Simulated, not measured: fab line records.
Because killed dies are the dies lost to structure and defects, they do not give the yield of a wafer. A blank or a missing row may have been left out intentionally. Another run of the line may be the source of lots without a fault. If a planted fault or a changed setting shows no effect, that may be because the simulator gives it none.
fab line records	flow nand_harc
[record] lots = 24	wafers = 72	last_day = 24
route steps=1159 shown P_CONTACT@234 P_M0@273 P_M1@295
lots untouched by any fault: they come from a run of this same line in which no faults occurred
start_h: the number of hours between the record's first day and the start of the first shown wafer of the lot	wait_h: hours from the lot's prior step to this one	" as in the row above	L1.1+2: a single row standing in for several wafers	- no value present, or no start provided	* or withheld: withheld	< > ~ a bound
route shown NAME@n: names a module that has steps shown in the file, with the first one's number in the route	usual: mean/standard deviation taken from wafers without a fault	same: alike in all rows	chamber/n: place in a boat	sites: per-site readings	_std_site: their standard deviation	_edge_site: mean of outer sites minus mean of inner sites	radius_mm: for every site, how far away it sits from the centre of the wafer	mask NAME#n: copy n	behind: the most recent tool/chamber to have shaped the wafer	hold: reason for holding the lot/hours on hold/outcome of the hold	device: transistor that didn't switch, given as n, p or np	end of line: tests of these same wafers at the route's end	a step with no rows: only its recipe	killed: count of dies lost to structure and defects at first sort (not the wafer's yield)	map: a wafer's dies, marking killed ones x, the rest . and places with no die _
set.NAME: the setting the step ran with; set.NAME@STEP: the setting that earlier step ran with	model.NAME: the simulator's own value behind a step, which no gauge read
a sample of lots followed through the steps of the route, with each step as a table and each wafer as a row
services: from which hour (start_h, from the record's first day; less than 0 if before it) a tool's chamber was out of use, for how many hours, and why
[[steps]]
[step NHARC_P_CONTACT_INSPECT_14]
[usual] raw_defect_count = 3.7/2
lot.wafer	tool	chamber	start_h	wait_h	raw_defect_count
L074.1	defect_inspect-02	-	104.08	0.0	7
L074.5	"	-	"	"	2
L074.6	"	-	"	"	5
L076.4	defect_inspect-02	-	121.96	0.0	4
L076.5	"	-	"	"	0
L076.6	"	-	"	"	4
L075.1	defect_inspect-01	-	123.05	0.0	3
L075.3	"	-	"	"	5
L075.6	"	-	"	"	1
L078.1	defect_inspect-01	-	126.19	0.0	7
L078.5	"	-	"	"	6
L078.6	"	-	"	"	3
L077.1	defect_inspect-01	-	130.73	0.0	6
L077.4	"	-	"	"	3
L077.6	"	-	"	"	5
L079.1	defect_inspect-01	-	138.49	0.0	3
L079.2	"	-	"	"	8
L079.6	"	-	"	"	4
L080.1	defect_inspect-02	-	146.57	0.0	2
L080.3	"	-	"	"	3
L080.5	"	-	"	"	3
L081.2	defect_inspect-01	-	153.34	0.0	2
L081.3	"	-	"	"	2
L081.6	"	-	"	"	1
L082.1	defect_inspect-02	-	159.01	0.0	5
L082.4	"	-	"	"	2
L082.6	"	-	"	"	5
L083.1	defect_inspect-01	-	160.10	0.0	2
L083.2	"	-	"	"	9
L083.6	"	-	"	"	5
L084.2	defect_inspect-02	-	164.36	0.0	5
L084.4	"	-	"	"	1
L084.6	"	-	"	"	4
L088.2	defect_inspect-01	-	185.09	0.0	2
L088.3	"	-	"	"	2
L088.6	"	-	"	"	0
L085.1	defect_inspect-02	-	186.02	0.0	4
L085.2	"	-	"	"	3
L085.3	"	-	"	"	2
L086.1	defect_inspect-02	-	186.05	0.0	3
L086.2	"	-	"	"	3
L086.5	"	-	"	"	6
L087.1	defect_inspect-01	-	191.69	0.0	3
L087.4	"	-	"	"	2
L087.6	"	-	"	"	5
L089.1	defect_inspect-01	-	204.28	0.0	2
L089.4	"	-	"	"	3
L089.6	"	-	"	"	3
L090.1	defect_inspect-01	-	205.46	0.0	1
L090.3	"	-	"	"	3
L090.6	"	-	"	"	3
L091.4	defect_inspect-01	-	209.41	0.0	3
L091.5	"	-	"	"	3
L091.6	"	-	"	"	1
L093.2	defect_inspect-01	-	222.95	0.0	1
L093.3	"	-	"	"	0
L093.4	"	-	"	"	1
L092.3	defect_inspect-02	-	223.79	0.0	5
L092.4	"	-	"	"	5
L092.6	"	-	"	"	6
L095.1	defect_inspect-01	-	232.18	0.0	3
L095.3	"	-	"	"	0
L095.6	"	-	"	"	1
L094.1	defect_inspect-02	-	232.49	0.0	3
L094.2	"	-	"	"	4
L094.5	"	-	"	"	1
L096.1	defect_inspect-02	-	247.60	0.0	8
L096.2	"	-	"	"	5
L096.6	"	-	"	"	3
L097.3	defect_inspect-01	-	248.55	0.0	5
L097.4	"	-	"	"	5
L097.6	"	-	"	"	6
[step NHARC_P_CONTACT_DESCUM_17]
[recipe] time_s = 3	o2_flow_sccm = 200	ar_flow_sccm = 0	bias_power_w = 0	chemistry = O2
[usual] drypump_motor_current_A = 5.6/0.62	oes_product_au = 1.002/0.015	rf_vpp_V = 57.8/0.88	showerhead_plenum_p_Torr = 1.90/0.09	throttle_valve_pct = 11.311/0.0089
lot.wafer	tool	chamber	start_h	wait_h	drypump_motor_current_A	oes_product_au	rf_hours_counter_h	rf_vpp_V	showerhead_plenum_p_Torr	throttle_valve_pct
L074.1	rie_diel-11	2	104.15	0.1	4.9	1.017	7	59.0	1.98	11.318
L074.5	"	1	"	"	5.3	1.006	-	56.7	1.86	11.310
L074.6	"	2	"	"	4.9	1.008	-	58.7	1.98	11.295
L076.4	rie_diel-11	1	122.04	0.1	5.3	0.995	9	57.9	1.86	11.319
L076.6	"	2	"	"	4.9	1.011	-	57.8	1.98	11.312
L076.5	"	3	"	"	5.8	1.001	-	56.0	2.00	11.300
L075.1	rie_diel-13	2	123.11	0.1	5.8	1.000	6	57.6	2.07	11.326
L075.3	"	0	"	"	6.3	0.987	6	58.7	1.77	11.322
L075.6	"	2	"	"	5.9	1.006	-	57.7	2.07	11.321
L078.1	rie_diel-01	1	126.28	0.1	5.5	1.015	18	58.3	1.88	11.299
L078.6	"	2	"	"	4.9	1.036	-	58.6	1.99	11.308
L078.5	"	3	"	"	6.7	0.967	-	57.8	1.83	11.321
L077.4	rie_diel-11	1	130.80	0.1	5.3	1.006	10	58.7	1.86	11.302
L077.1	"	2	"	"	4.9	1.000	9	57.0	1.98	11.306
L077.6	"	0	"	"	6.3	0.992	-	57.5	1.99	11.316
L079.2	rie_diel-11	2	138.56	0.1	4.9	1.024	10	57.9	1.98	11.326
L079.1	"	3	"	"	5.8	1.001	8	57.5	2.00	11.315
L079.6	"	2	"	"	4.9	1.012	-	58.5	1.98	11.305
L080.3	rie_diel-13	3	146.63	0.1	5.2	0.993	14	56.4	1.90	11.308
L080.1	"	1	"	"	5.9	1.007	14	56.1	1.82	11.300
L080.5	"	3	"	"	5.2	0.995	-	56.8	1.90	11.308
L081.3	rie_diel-01	2	153.40	0.1	4.9	1.011	1	60.5	1.99	11.311
L081.2	"	0	"	"	5.1	1.017	0	57.2	1.79	11.316
L081.6	"	2	"	"	4.9	1.015	-	59.2	1.99	11.315
L082.1	rie_diel-01	1	159.08	0.1	5.5	0.995	1	58.0	1.88	11.321
L082.4	"	3	"	"	6.8	0.977	1	57.7	1.83	11.317
L082.6	"	0	"	"	5.1	1.014	-	57.2	1.79	11.310
L083.2	rie_diel-01	0	160.16	0.1	5.1	1.025	1	57.6	1.79	11.310
L083.1	"	2	"	"	4.9	1.020	1	57.1	1.99	11.318
L083.6	"	1	"	"	5.5	1.006	-	58.4	1.88	11.301
L084.4	rie_diel-01	0	164.43	0.1	5.1	1.017	2	57.4	1.79	11.309
L084.2	"	2	"	"	4.9	1.012	2	57.4	1.99	11.324
L084.6	"	0	"	"	5.1	1.020	-	56.2	1.79	11.322
L088.3	rie_diel-01	2	185.15	0.1	4.9	1.012	4	58.6	1.99	11.297
L088.2	"	1	"	"	5.5	1.014	4	57.2	1.88	11.315
L088.6	"	3	"	"	6.8	0.986	-	56.3	1.83	11.331
L085.3	rie_diel-11	0	186.08	0.1	6.3	0.994	15	57.1	1.98	11.308
L085.1	"	2	"	"	4.9	1.007	16	58.5	1.98	11.298
L085.2	"	3	"	"	5.8	1.000	15	57.9	2.00	11.314
L086.1	rie_diel-13	1	186.11	0.1	5.9	1.007	29	56.5	1.81	11.310
L086.2	"	3	"	"	5.2	0.988	28	57.8	1.90	11.299
L086.5	"	1	"	"	6.0	1.010	-	58.4	1.81	11.327
L087.1	rie_diel-01	2	191.75	0.1	4.9	1.015	5	57.4	1.99	11.310
L087.4	"	3	"	"	6.8	0.988	6	58.5	1.83	11.317
L087.6	"	3	"	"	6.8	0.977	-	58.1	1.83	11.315
L089.4	rie_diel-01	3	204.34	0.1	6.8	0.983	6	57.2	1.83	11.323
L089.1	"	1	"	"	5.5	1.004	6	56.9	1.88	11.327
L089.6	"	3	"	"	6.8	0.983	-	57.6	1.83	11.320
L090.3	rie_diel-13	3	205.52	0.1	5.2	0.986	36	57.0	1.89	11.302
L090.1	"	2	"	"	5.8	1.012	35	58.1	2.06	11.305
L090.6	"	3	"	"	5.2	0.988	-	58.7	1.89	11.318
L091.4	rie_diel-01	1	209.48	0.1	5.5	1.004	6	58.0	1.88	11.313
L091.6	"	0	"	"	5.1	1.028	-	57.4	1.79	11.312
L091.5	"	1	"	"	5.5	1.001	-	57.7	1.88	11.320
L093.2	rie_diel-13	0	223.01	0.1	6.3	0.989	43	57.5	1.76	11.305
L093.4	"	2	"	"	5.8	1.012	43	59.2	2.06	11.316
L093.3	"	3	"	"	5.2	0.980	42	57.5	1.89	11.305
L092.4	rie_diel-13	3	223.85	0.1	5.2	0.991	43	57.4	1.89	11.303
L092.3	"	0	"	"	6.3	0.997	43	55.5	1.76	11.321
L092.6	"	0	"	"	6.3	0.995	-	57.1	1.76	11.318
L095.3	rie_diel-01	1	232.25	0.1	5.5	1.008	9	59.9	1.88	11.330
L095.1	"	3	"	"	6.8	0.987	9	57.7	1.83	11.312
L095.6	"	0	"	"	5.1	1.038	-	57.9	1.79	11.306
L094.1	rie_diel-11	3	232.55	0.1	5.8	1.004	3	57.7	2.00	11.313
L094.2	"	1	"	"	5.3	1.010	3	58.0	1.86	11.304
L094.5	"	3	"	"	5.8	1.001	-	58.7	2.00	11.310
L096.2	rie_diel-11	0	247.68	0.1	6.3	0.989	4	58.3	1.98	11.305
L096.1	"	1	"	"	5.3	1.007	5	58.0	1.86	11.307
L096.6	"	2	"	"	4.9	1.008	-	59.2	1.98	11.302
L097.3	rie_diel-01	3	248.62	0.1	6.8	0.955	11	58.1	1.83	11.310
L097.4	"	3	"	"	6.8	0.975	-	57.0	1.83	11.317
L097.6	"	1	"	"	5.5	0.992	-	57.5	1.87	11.297
[step NHARC_P_CONTACT_STRIP_28]
[recipe] o2_flow_sccm = 500	ar_flow_sccm = 0	bias_w = 0	chemistry = O2
[usual] drypump_motor_current_A = 5.6/0.6	oes_product_au = 1.003/0.013	rf_vpp_V = 57.8/0.82	showerhead_plenum_p_Torr = 3.54/0.14	throttle_valve_pct = 17.037/0.0091
lot.wafer	tool	chamber	start_h	wait_h	drypump_motor_current_A	oes_product_au	rf_hours_counter_h	rf_vpp_V	showerhead_plenum_p_Torr	throttle_valve_pct
L074.1	rie_diel-11	1	105.21	0.1	5.3	0.993	8	57.9	3.43	17.047
L074.5	"	2	"	"	4.9	1.008	-	57.1	3.64	17.032
L074.6	"	3	"	"	5.8	0.995	-	58.3	3.68	17.051
L076.4	rie_diel-01	1	122.98	0.1	5.6	1.010	17	56.3	3.47	17.042
L076.6	"	0	"	"	5.1	1.006	-	56.4	3.32	17.045
L076.5	"	1	"	"	5.5	1.008	-	59.3	3.47	17.032
L075.1	rie_diel-11	1	124.07	0.1	5.3	0.990	9	59.5	3.43	17.047
L075.3	"	2	"	"	4.9	0.990	9	58.1	3.64	17.048
L075.6	"	0	"	"	6.3	0.993	-	57.7	3.65	17.038
L078.1	rie_diel-11	0	127.52	0.1	6.3	0.982	10	57.9	3.65	17.033
L078.5	"	1	"	"	5.3	0.987	-	57.7	3.43	17.034
L078.6	"	2	"	"	4.9	0.997	-	58.6	3.64	17.027
L077.4	rie_diel-01	3	131.74	0.1	6.7	0.986	16	58.2	3.38	17.061
L077.1	"	0	"	"	5.1	1.010	17	58.5	3.32	17.046
L077.6	"	2	"	"	4.9	1.034	-	58.8	3.66	17.042
L079.2	rie_diel-11	3	139.66	0.1	5.8	0.996	9	59.3	3.68	17.018
L079.1	"	1	"	"	5.3	0.995	11	57.3	3.43	17.051
L079.6	"	3	"	"	5.8	0.992	-	58.2	3.68	17.047
L080.1	rie_diel-11	0	147.63	0.1	6.3	1.002	11	59.2	3.65	17.035
L080.3	"	3	"	"	5.8	0.986	11	58.1	3.68	17.045
L080.5	"	0	"	"	6.3	1.003	-	57.0	3.65	17.045
L081.3	rie_diel-11	3	154.38	0.1	5.8	0.987	12	59.0	3.68	17.035
L081.2	"	0	"	"	6.3	1.002	12	58.2	3.65	17.051
L081.6	"	1	"	"	5.3	0.996	-	56.7	3.43	17.039
L082.4	rie_diel-01	2	160.01	0.1	4.9	1.017	1	58.6	3.66	17.016
L082.1	"	0	"	"	5.1	1.014	1	57.6	3.32	17.031
L082.6	"	3	"	"	6.8	0.977	-	57.0	3.38	17.025
L083.2	rie_diel-11	2	161.11	0.1	4.9	1.014	14	59.0	3.64	17.030
L083.1	"	1	"	"	5.3	0.995	13	58.2	3.43	17.040
L083.6	"	2	"	"	4.9	1.011	-	57.0	3.64	17.041
L084.2	rie_diel-13	2	165.39	0.1	5.9	1.006	21	58.1	3.80	17.028
L084.4	"	0	"	"	6.4	0.994	22	58.1	3.28	17.048
L084.6	"	1	"	"	6.0	1.010	-	57.6	3.35	17.048
L088.3	rie_diel-01	3	186.09	0.1	6.8	0.975	5	56.1	3.38	17.023
L088.2	"	0	"	"	5.1	1.020	5	56.5	3.32	17.036
L088.6	"	0	"	"	5.1	1.003	-	57.5	3.32	17.052
L085.2	rie_diel-11	2	187.03	0.1	4.9	1.013	16	56.4	3.64	17.040
L085.1	"	3	"	"	5.8	1.006	15	58.1	3.68	17.047
L085.3	"	0	"	"	6.3	0.990	15	59.0	3.65	17.043
L086.1	rie_diel-11	0	187.58	0.1	6.3	0.998	15	57.4	3.65	17.033
L086.2	"	1	"	"	5.3	0.986	15	57.4	3.43	17.039
L086.5	"	0	"	"	6.3	0.989	-	56.8	3.65	17.028
L087.4	rie_diel-01	1	192.71	0.1	5.5	1.010	5	58.3	3.47	17.049
L087.1	"	3	"	"	6.7	0.981	6	57.1	3.38	17.036
L087.6	"	0	"	"	5.1	1.023	-	57.1	3.32	17.024
L089.1	rie_diel-11	1	205.30	0.1	5.3	1.008	0	57.7	3.43	17.038
L089.4	"	2	"	"	4.9	0.999	0	57.9	3.64	17.039
L089.6	"	1	"	"	5.3	1.009	-	57.3	3.43	17.048
L090.1	rie_diel-01	2	206.50	0.1	4.9	1.020	6	57.6	3.66	17.035
L090.3	"	0	"	"	5.1	1.014	7	55.7	3.32	17.038
L090.6	"	2	"	"	5.0	1.025	-	58.1	3.66	17.040
L091.4	rie_diel-11	0	210.48	0.1	6.3	0.998	1	57.5	3.65	17.035
L091.5	"	2	"	"	4.9	0.991	-	57.3	3.64	17.051
L091.6	"	3	"	"	5.8	1.018	-	59.7	3.68	17.034
L093.2	rie_diel-13	2	223.99	0.1	5.9	1.005	43	58.6	3.78	17.040
L093.4	"	3	"	"	5.2	0.979	43	57.4	3.49	17.057
L093.3	"	0	"	"	6.4	0.992	43	57.4	3.27	17.048
L092.4	rie_diel-01	0	224.88	0.1	5.1	1.016	8	58.4	3.32	17.055
L092.3	"	1	"	"	5.5	1.005	8	56.6	3.46	17.056
L092.6	"	3	"	"	6.8	0.981	-	56.7	3.38	17.025
L095.3	rie_diel-01	3	233.19	0.1	6.8	0.996	9	57.9	3.38	17.040
L095.1	"	0	"	"	5.1	1.024	9	58.4	3.32	17.040
L095.6	"	3	"	"	6.8	0.982	-	57.4	3.38	17.036
L094.1	rie_diel-11	1	233.54	0.1	5.3	1.025	4	56.5	3.43	17.040
L094.2	"	2	"	"	4.9	1.011	4	58.4	3.64	17.043
L094.5	"	3	"	"	5.8	1.010	-	58.6	3.68	17.038
L096.1	rie_diel-11	0	248.60	0.1	6.3	1.008	5	58.2	3.65	17.036
L096.2	"	1	"	"	5.3	1.008	5	58.1	3.43	17.029
L096.6	"	1	"	"	5.3	1.021	-	57.9	3.43	17.032
L097.3	rie_diel-11	1	249.71	0.1	5.3	1.001	5	57.4	3.43	17.057
L097.4	"	2	"	"	4.9	1.010	6	57.9	3.64	17.040
L097.6	"	1	"	"	5.3	1.010	-	57.6	3.43	17.033
[step NHARC_P_M0_PRE_CLEAN_29]
[recipe] time_s = 30	temp_c = 280	gas = H2/He
[usual] heater_power_w = 420/35
lot.wafer	tool	chamber	start_h	wait_h	heater_power_w
L074.1	pvd_sputter-01	-	-	-	380
L074.6	"	-	"	"	396
L074.5	"	-	"	"	386
L076.4	pvd_sputter-02	-	-	-	426
L076.5	"	-	"	"	414
L076.6	"	-	"	"	396
L075.3	pvd_sputter-02	-	-	-	433
L075.1	"	-	"	"	383
L075.6	"	-	"	"	412
L078.1	pvd_sputter-01	-	-	-	407
L078.5	"	-	"	"	399
L078.6	"	-	"	"	391
L077.1	pvd_sputter-01	-	-	-	388
L077.4	"	-	"	"	390
L077.6	"	-	"	"	381
L079.2	pvd_sputter-01	-	-	-	376
L079.1	"	-	"	"	393
L079.6	"	-	"	"	383
L080.3	pvd_sputter-03	-	-	-	462
L080.1	"	-	"	"	452
L080.5	"	-	"	"	491
L081.3	pvd_sputter-02	-	-	-	405
L081.2	"	-	"	"	416
L081.6	"	-	"	"	398
L082.4	pvd_sputter-03	-	-	-	455
L082.1	"	-	"	"	460
L082.6	"	-	"	"	460
L083.2	pvd_sputter-03	-	-	-	465
L083.1	"	-	"	"	453
L083.6	"	-	"	"	465
L084.2	pvd_sputter-01	-	-	-	372
L084.4	"	-	"	"	419
L084.6	"	-	"	"	371
L088.2	pvd_sputter-01	-	-	-	420
L088.3	"	-	"	"	383
L088.6	"	-	"	"	419
L085.2	pvd_sputter-02	-	-	-	434
L085.1	"	-	"	"	418
L085.3	"	-	"	"	402
L086.2	pvd_sputter-03	-	-	-	452
L086.1	"	-	"	"	462
L086.5	"	-	"	"	451
L087.1	pvd_sputter-02	-	-	-	405
L087.4	"	-	"	"	428
L087.6	"	-	"	"	403
L089.4	pvd_sputter-01	-	-	-	387
L089.1	"	-	"	"	404
L089.6	"	-	"	"	378
L090.1	pvd_sputter-01	-	-	-	390
L090.3	"	-	"	"	378
L090.6	"	-	"	"	416
L091.4	pvd_sputter-01	-	-	-	376
L091.5	"	-	"	"	368
L091.6	"	-	"	"	379
L093.4	pvd_sputter-03	-	-	-	460
L093.3	"	-	"	"	477
L093.2	"	-	"	"	451
L092.3	pvd_sputter-03	-	-	-	464
L092.4	"	-	"	"	493
L092.6	"	-	"	"	458
L095.1	pvd_sputter-03	-	-	-	455
L095.3	"	-	"	"	484
L095.6	"	-	"	"	463
L094.1	pvd_sputter-02	-	-	-	398
L094.2	"	-	"	"	440
L094.5	"	-	"	"	371
L096.1	pvd_sputter-03	-	-	-	466
L096.2	"	-	"	"	455
L096.6	"	-	"	"	454
L097.3	pvd_sputter-02	-	-	-	367
L097.4	"	-	"	"	402
L097.6	"	-	"	"	363
[step NHARC_P_M1_CD_MEAS_09]
[recipe] target_cd_nm = 130	landing_energy_ev = 500
[usual] cd_nm = 130.1/0.66
lot.wafer	tool	chamber	start_h	wait_h	cd_nm
L074.1	cd_sem-03	0	114.32	-	129.4
L074.5	"	0	"	"	129.3
L074.6	"	0	"	"	129.9
L076.4	cd_sem-03	0	136.86	-	131.0
L076.5	"	0	"	"	129.7
L076.6	"	0	"	"	130.2
L075.1	cd_sem-03	0	137.62	-	130.2
L075.3	"	0	"	"	129.8
L075.6	"	0	"	"	129.5
L078.1	cd_sem-02	0	139.24	-	128.8
L078.5	"	0	"	"	130.4
L078.6	"	0	"	"	129.5
L077.1	cd_sem-01	0	142.97	-	129.1
L077.4	"	0	"	"	129.9
L077.6	"	0	"	"	130.1
L079.1	cd_sem-02	0	151.06	-	129.9
L079.2	"	0	"	"	130.1
L079.6	"	0	"	"	130.5
L080.1	cd_sem-01	0	157.58	-	130.4
L080.3	"	0	"	"	129.8
L080.5	"	0	"	"	130.1
L081.2	cd_sem-03	0	164.15	-	130.3
L081.3	"	0	"	"	130.5
L081.6	"	0	"	"	130.9
L082.1	cd_sem-01	0	167.30	-	130.2
L082.4	"	0	"	"	129.3
L082.6	"	0	"	"	130.0
L083.1	cd_sem-03	0	168.87	-	129.6
L083.2	"	0	"	"	130.1
L083.6	"	0	"	"	129.5
L084.2	cd_sem-01	0	172.67	-	130.1
L084.4	"	0	"	"	129.8
L084.6	"	0	"	"	130.0
L088.2	cd_sem-03	0	197.78	-	129.6
L088.3	"	0	"	"	129.8
L088.6	"	0	"	"	130.0
L085.1	cd_sem-03	0	198.52	-	131.0
L085.2	"	0	"	"	129.0
L085.3	"	0	"	"	129.2
L086.1	cd_sem-02	0	199.17	-	129.9
L086.2	"	0	"	"	130.2
L086.5	"	0	"	"	130.4
L087.1	cd_sem-02	0	200.79	-	131.3
L087.4	"	0	"	"	130.5
L087.6	"	0	"	"	129.2
L089.1	cd_sem-03	0	216.61	-	129.8
L089.4	"	0	"	"	130.6
L089.6	"	0	"	"	129.9
L090.1	cd_sem-03	0	217.26	-	129.0
L090.3	"	0	"	"	129.1
L090.6	"	0	"	"	130.0
L091.4	cd_sem-02	0	220.42	-	129.9
L091.5	"	0	"	"	130.4
L091.6	"	0	"	"	129.7
L093.2	cd_sem-02	0	231.66	-	130.0
L093.3	"	0	"	"	130.8
L093.4	"	0	"	"	130.3
L092.3	cd_sem-01	0	232.08	-	129.6
L092.4	"	0	"	"	130.4
L092.6	"	0	"	"	129.7
L095.1	cd_sem-02	0	243.28	-	130.8
L095.3	"	0	"	"	130.8
L095.6	"	0	"	"	130.6
L094.1	cd_sem-01	0	244.00	-	130.8
L094.2	"	0	"	"	130.4
L094.5	"	0	"	"	129.6
L096.1	cd_sem-01	0	261.25	-	129.6
L096.2	"	0	"	"	128.4
L096.6	"	0	"	"	128.9
L097.3	cd_sem-01	0	262.11	-	131.2
L097.4	"	0	"	"	130.1
L097.6	"	0	"	"	130.1
[step NHARC_P_M1_INSPECT_27]
[usual] raw_defect_count = 304/140
lot.wafer	tool	chamber	start_h	wait_h	raw_defect_count
L074.1	defect_inspect-01	-	117.12	0.0	146
L074.5	"	-	"	"	190
L074.6	"	-	"	"	382
L076.4	defect_inspect-01	-	139.62	0.0	280
L076.5	"	-	"	"	1441
L076.6	"	-	"	"	500
L075.1	defect_inspect-01	-	140.42	0.0	302
L075.3	"	-	"	"	525
L075.6	"	-	"	"	391
L078.1	defect_inspect-01	-	142.07	0.0	285
L078.5	"	-	"	"	265
L078.6	"	-	"	"	195
L077.1	defect_inspect-01	-	145.80	0.0	202
L077.4	"	-	"	"	210
L077.6	"	-	"	"	218
L079.1	defect_inspect-01	-	153.93	0.0	200
L079.2	"	-	"	"	210
L079.6	"	-	"	"	265
L080.1	defect_inspect-02	-	160.48	0.0	209
L080.3	"	-	"	"	245
L080.5	"	-	"	"	170
L081.2	defect_inspect-01	-	167.03	0.0	216
L081.3	"	-	"	"	249
L081.6	"	-	"	"	266
L082.1	defect_inspect-01	-	170.06	0.0	279
L082.4	"	-	"	"	210
L082.6	"	-	"	"	226
L083.1	defect_inspect-02	-	171.64	0.0	261
L083.2	"	-	"	"	479
L083.6	"	-	"	"	379
L084.2	defect_inspect-02	-	175.43	0.0	404
L084.4	"	-	"	"	379
L084.6	"	-	"	"	466
L088.2	defect_inspect-02	-	200.57	0.0	297
L088.3	"	-	"	"	151
L088.6	"	-	"	"	150
L085.1	defect_inspect-01	-	201.27	0.0	363
L085.2	"	-	"	"	472
L085.3	"	-	"	"	212
L086.1	defect_inspect-01	-	201.94	0.0	332
L086.2	"	-	"	"	347
L086.5	"	-	"	"	251
L087.1	defect_inspect-02	-	203.57	0.0	257
L087.4	"	-	"	"	198
L087.6	"	-	"	"	235
L089.1	defect_inspect-02	-	219.38	0.0	787
L089.4	"	-	"	"	506
L089.6	"	-	"	"	341
L090.1	defect_inspect-02	-	220.02	0.0	195
L090.3	"	-	"	"	286
L090.6	"	-	"	"	141
L091.4	defect_inspect-01	-	223.20	0.0	403
L091.5	"	-	"	"	261
L091.6	"	-	"	"	437
L093.2	defect_inspect-02	-	234.44	0.0	176
L093.3	"	-	"	"	217
L093.4	"	-	"	"	280
L092.3	defect_inspect-01	-	235.01	0.0	377
L092.4	"	-	"	"	181
L092.6	"	-	"	"	241
L095.1	defect_inspect-01	-	246.07	0.0	220
L095.3	"	-	"	"	268
L095.6	"	-	"	"	236
L094.1	defect_inspect-02	-	246.97	0.0	446
L094.2	"	-	"	"	391
L094.5	"	-	"	"	278
L096.1	defect_inspect-02	-	264.07	0.0	178
L096.2	"	-	"	"	377
L096.6	"	-	"	"	240
L097.3	defect_inspect-02	-	264.88	0.0	170
L097.4	"	-	"	"	264
L097.6	"	-	"	"	123
[[services]]
tool	chamber	start_h	hours	kind
pvd_sputter-01	-	82.14	2.8	repair
rie_diel-11	3	83.12	6.4	repair
rie_diel-11	0	95.00	-	clean
rie_diel-11	1	95.00	-	clean
rie_diel-11	2	95.00	-	clean
rie_diel-11	3	95.00	-	clean
rie_diel-13	-	99.08	9.0	pm
pvd_sputter-03	-	102.00	10.0	pm
rie_diel-11	0	119.50	-	clean
rie_diel-11	1	119.50	-	clean
rie_diel-11	2	119.50	-	clean
rie_diel-11	0	136.91	9.5	repair
rie_diel-01	-	137.81	9.0	pm
rie_diel-11	1	142.10	6.2	repair
pvd_sputter-01	-	158.00	10.0	pm
pvd_sputter-01	-	175.58	8.5	repair
pvd_sputter-03	-	184.24	3.6	repair
rie_diel-11	-	189.50	9.0	pm
pvd_sputter-03	-	204.25	5.1	repair
pvd_sputter-02	-	214.06	10.0	pm
rie_diel-13	3	232.11	3.8	repair
rie_diel-01	0	242.21	10.2	repair
rie_diel-11	1	245.05	1.3	repair
pvd_sputter-02	-	250.20	1.5	repair
[[key]]
fault none
